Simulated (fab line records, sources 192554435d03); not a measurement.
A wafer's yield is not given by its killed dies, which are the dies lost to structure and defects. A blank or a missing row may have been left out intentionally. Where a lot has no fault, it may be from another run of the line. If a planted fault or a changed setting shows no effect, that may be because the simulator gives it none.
Matching of chambers ; flow n5_finfet ; N5_PMOS_HMC_CHANNEL_EPI_STRIP_33 on rie_diel-02: 4 sister chambers
The step strips in N2/H2. 4 wafers are shown with their chamber, then 9 later ones without.

## EACH WAFER AND ITS CHAMBER
wafer;chamber;drypump_motor_current_A (A)
L079.4;0;5.7
L091.2;2;6.4
L091.4;1;5.2
L091.6;3;6.2

## WAFERS WHOSE CHAMBER IS MISSING
wafer;drypump_motor_current_A (A)
L092.4;6.4
L092.5;5.2
L092.6;6.2
L093.1;5.2
L093.5;6.2
L093.6;5.6
L095.2;6.2
L095.3;6.5
L095.4;5.6

## CHAMBER TAKEN BY EACH
wafer;from the rows above;in truth
L092.4;2;2
L092.5;1;1
L092.6;3;3
L093.1;1;1
L093.5;3;3
L093.6;0;0
L095.2;3;3
L095.3;2;2
L095.4;0;0
Placed correctly: 9 of 9. Not placeable from these rows: 0. 0 placed wrongly.
How it was worked out, from the rows above alone: a wafer's distance from a chamber is the root of the sum, over the readings, of the square of ((its reading less the chamber's mean) divided by the reading's scatter). If the next closest chamber is less than 2 further off than the closest, the wafer can't be placed; otherwise it belongs to the closest. Each chamber's mean is taken over the wafers shown for it. The scatter: with one shown wafer a chamber, the root of the mean of the squares of how far each hidden wafer lies from its nearest shown one.
